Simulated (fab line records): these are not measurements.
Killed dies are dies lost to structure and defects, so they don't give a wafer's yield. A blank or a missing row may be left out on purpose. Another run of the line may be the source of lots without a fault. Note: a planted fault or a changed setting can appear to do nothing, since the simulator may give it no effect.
Chamber matching ; flow nandHarc ; 3 sister chambers for NHARC_A_M0_PRE_CLEAN_31 on pecvd-01
The step time 12 s. 3 wafers are shown with their chamber, then 12 later ones without.

## WAFERS WITH THEIR CHAMBER
wafer;chamber;heaterPowerW (W)
L085.2;0;659
L085.5;1;608
L085.6;2;682

## WAFERS WITH NO CHAMBER GIVEN
wafer;heaterPowerW (W)
L091.4;635
L091.5;592
L091.6;586
L094.1;606
L094.3;641
L094.6;619
L096.1;605
L096.2;671
L096.3;629
L097.1;666
L097.3;563
L097.4;557

## WHICH CHAMBER EACH WENT THROUGH
wafer;from the rows above;in truth
L091.4;can't be placed: 0 or 1 or 2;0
L091.5;1;1
L091.6;1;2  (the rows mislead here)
L094.1;1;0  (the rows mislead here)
L094.3;can't be placed: 0 or 1 or 2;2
L094.6;can't be placed: 1 or 0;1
L096.1;1;1
L096.2;can't be placed: 2 or 0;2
L096.3;can't be placed: 1 or 0 or 2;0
L097.1;can't be placed: 0 or 2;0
L097.3;1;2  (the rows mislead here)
L097.4;1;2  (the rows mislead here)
Correctly placed: 2 of 12. From these rows, 6 cannot be placed; in 6 the true chamber is one of the candidates. Number placed wrongly: 4.
How it was worked out, from the rows above alone: a wafer's distance from a chamber is the root of the sum, over the readings, of the square of ((its reading less the chamber's mean) divided by the reading's scatter). The wafer belongs to the nearest chamber; if the next one is less than 2 further off, it can't be placed. For every chamber, the mean is computed from those of its wafers that are shown. The scatter: with one shown wafer a chamber, the root of the mean of the squares of how far each hidden wafer lies from its nearest shown one.
